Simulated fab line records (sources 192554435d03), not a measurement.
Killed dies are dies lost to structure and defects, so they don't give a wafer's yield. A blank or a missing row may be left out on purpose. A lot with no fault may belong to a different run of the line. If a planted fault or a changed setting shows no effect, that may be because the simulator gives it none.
8D (eight disciplines) problem report, filled in by code	flow n5Finfet	the parts of the form that need people (team, actions taken, sign-off) are left out

## 1. THE ISSUE
Mean of killed_at_M0_to_M3 at N5_PASSIVATION_PROBE_49: 90 across 2 wafers in 2 lots; on wafers with no fault it is 35 (standard deviation 11). Relative to the usual mean, that is a shift of +5.0 standard deviations.
First seen on wafer L175.2, day 14 06:54, on prober-01. The record has a number at this step for 6 wafers belonging to 2 lots. Rule for "out" (also "out of limits"): further than 4 standard deviations from the usual mean. Any other wafer with a number is counted as sound.

## 2. WHAT IT IS AND WHAT IT IS NOT
question	is	is not
which readings at this step	killed_at_M0_to_M3	killed_at_M4_up, killedAtContacts, killedAtFrontEnd, killedAtOther, killedOpen, killedShort, sort_bin_6_memory
which lots	L175, L176	-
which wafers of those lots	L175.2, L176.3	L175.3, L175.5, L176.1, L176.6
read on which tools	prober-01	-
when	from day 14 06:54	up to then (0 sound wafers); but 4 sound wafers of L175, L176 came after

## 3. THE SUSPECTS, EACH WITH WHAT RULES IT OUT
Counting: if a tool at a process step up to the reading ran every lot that is out, it stays a suspect. Sound lots after the first of them don't rule it out here, since some wafers of a struck lot are sound.
- rieDiel-01 at N5_BEOL_M1_ETCHBACK_99 (etches SiO2 in CHF3, target depth 5 nm, time 10.4 s): kept. It ran every lot that is out, first L175 (day 8 16:14).
- prober-01 at N5_PASSIVATION_PROBE_49: kept. It ran every lot that is out, first L175 (day 14 06:54). Its own killed_at_M0_to_M3 readings are out on those wafers.
- rieDiel-01, N5_BEOL_M1_ETCHBACK_99: wafers that are out in chamber 1, sound lot-mates in chambers 0, 2.
Left after counting: rieDiel-01 at N5_BEOL_M1_ETCHBACK_99, prober-01 at N5_PASSIVATION_PROBE_49.

## 4. THE CAUSE (what the simulator had put in)
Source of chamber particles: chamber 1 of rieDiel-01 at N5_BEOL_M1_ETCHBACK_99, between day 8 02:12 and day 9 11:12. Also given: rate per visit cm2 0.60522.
Counting left 2 suspects, and this tool is among them.

## 5. SEQUENCE OF EFFECTS, ordered by route
One row per reading whose mean, taken over the struck wafers that have a number, lies over 3 standard deviations from the usual. Readings are gone through only where the record gives a usual standard deviation; hours: the median, over the lots, of the time from a lot's start at the first step in this table giving one to that lot's start at this step; sigmas: the change measured in usual standard deviations.
hours	step	reading	usual	on struck wafers	change	sigmas
0	N5_PASSIVATION_PROBE_49	defectLimitedYield	91.4 %	86.8	-4.6	-3.0
0	N5_PASSIVATION_PROBE_49	killed_at_M0_to_M3	35	90	+55	+5.0
0	N5_PASSIVATION_PROBE_49	killedOnRim	13	24	+12	+3.1
0	N5_PASSIVATION_PROBE_49	sortYieldPct	91.4 %	86.8	-4.6	-3.0
The process steps in it:
- N5_PASSIVATION_PROBE_49

## 6. WHAT WOULD HAVE CAUGHT IT SOONER
In this record no reading fell out of limits until day 14 06:54, 149 hours after the fault had begun at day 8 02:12.
An alarm limit of 4 standard deviations would not have fired on the tool readings at N5_BEOL_M1_ETCHBACK_99 for which the record gives a usual standard deviation, since none of them was out on any struck wafer.
The start of N5_BEOL_M1_ETCHBACK_99 on rieDiel-01 came by day 14 06:54 for every one of the lots that are out (2). Tool hold at that time: it would have spared none of them.
